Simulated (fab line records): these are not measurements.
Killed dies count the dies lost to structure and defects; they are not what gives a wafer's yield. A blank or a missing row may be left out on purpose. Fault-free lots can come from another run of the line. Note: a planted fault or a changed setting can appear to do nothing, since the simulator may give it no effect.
Split-lot trial | flow n5-finfet | on a route of 1938 steps: 7 lots, 21 wafers read

## SPLIT DETAILS
At N5_MOL_CONTACT_COAG_VIA_ETCH_117 (etches SiO2 in C4F6/O2, target depth 40 nm, overetch 8 nm, time 26 s), the setting bias-w was moved away from the recipe's 455 W on 11 of the 21 wafers read, by -12.1% to +16.9%. For the rest of the wafers, this setting stayed at what the recipe calls for.

The reading is taken at the split's own step.

## THE READING
rf-vpp-V, in V, at N5_MOL_CONTACT_COAG_VIA_ETCH_117 (etches SiO2 in C4F6/O2, target depth 40 nm, overetch 8 nm, time 26 s). A value of 1593 V with a standard deviation of 35 V is what fault-free wafers of this fab line usually give.

wafer  | tool, chamber at the split | bias-w as run, W | against the recipe | rf-vpp-V, V | against lot-mates on the recipe
L075.1 | rie-diel-01, 3             | 455              | recipe             | 1550        | -
L075.2 | rie-diel-01, 2             | 483.9            | +6.4%              | 1634        | +84
L075.5 | rie-diel-01, 2             | 483.9            | +6.4%              | 1633        | +83
L076.3 | rie-diel-05, 0             | 532              | +16.9%             | 1814        | +168
L076.4 | rie-diel-05, 2             | 455              | recipe             | 1646        | -
L076.6 | rie-diel-05, 0             | 532              | +16.9%             | 1812        | +166
L082.1 | rie-diel-01, 0             | 477.4            | +4.9%              | 1620        | +69
L082.4 | rie-diel-01, 3             | 455              | recipe             | 1551        | -
L082.6 | rie-diel-01, 2             | 477.4            | +4.9%              | 1618        | +67
L084.1 | rie-diel-03, 3             | 455              | recipe             | 1532        | -
L084.3 | rie-diel-03, 0             | 399.9            | -12.1%             | 1466        | -66
L084.4 | rie-diel-03, 2             | 399.9            | -12.1%             | 1439        | -93
L086.2 | rie-diel-05, 0             | 455              | recipe             | 1616        | -
L086.3 | rie-diel-05, 1             | 408.7            | -10.2%             | 1521        | -95
L086.6 | rie-diel-05, 0             | 455              | recipe             | 1616        | -
L091.3 | rie-diel-03, 2             | 521.9            | +14.7%             | 1756        | +171
L091.4 | rie-diel-03, 0             | 521.9            | +14.7%             | 1786        | +201
L091.6 | rie-diel-03, 2             | 455              | recipe             | 1585        | -
L096.1 | rie-diel-05, 1             | 455              | recipe             | 1645        | -
L096.4 | rie-diel-05, 3             | 455              | recipe             | 1630        | -
L096.5 | rie-diel-05, 0             | 455              | recipe             | 1614        | -

THE FIT
A straight line over all 21 wafers: rf-vpp-V changes by +11.4 V for each +1% of bias-w; r = +0.94; the points scatter about the line by 36 V.
The same after taking each lot's own level away (the mean of its wafers on the recipe; 21 wafers): +9.89 V for each +1%; r = +0.98; scatter 19 V.
According to that fit, moving bias-w by its largest amount changes the reading by 1.7e+02 V.
From 1532.0 to 1646.0 V: that is the span of the lots' own levels, equal to 3.3 times the standard deviation above.
So the slope is not independent of the lot-to-lot level: the two fits are not the same.
Check: with one of the wafers moved furthest among these (+16.9%) left out of the fit, the line predicts +182 V for it against its lot-mates. Against them it came out at +168 V.
Tool readings at the split's step, against how far the setting was moved: rf-vpp-V r = +0.94.

## THESE WAFERS: OTHER SPLITS
Other splits were also applied to these wafers ahead of the reading. Each is held against what the fit with the lots' levels taken away leaves over:
other split on the same wafers | wafers away from the commonest value | r with rf-vpp-V (lot level and that fit taken away)
N5_SDB_COAT_04 spin-rpm        | 8                                    | -0.38
N5_HKMG_FIN_COAT_43 spin-rpm   | 7                                    | -0.20
N5_HKMG_FIN_ETCH_54 source-w   | 9                                    | +0.20
N5_GATE_CUT_DESCUM_18 time-s   | 5                                    | -0.09

## FILE'S OWN FIT
rf-vpp-V changes by +10.2 V for each +1% of bias-w, r = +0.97.
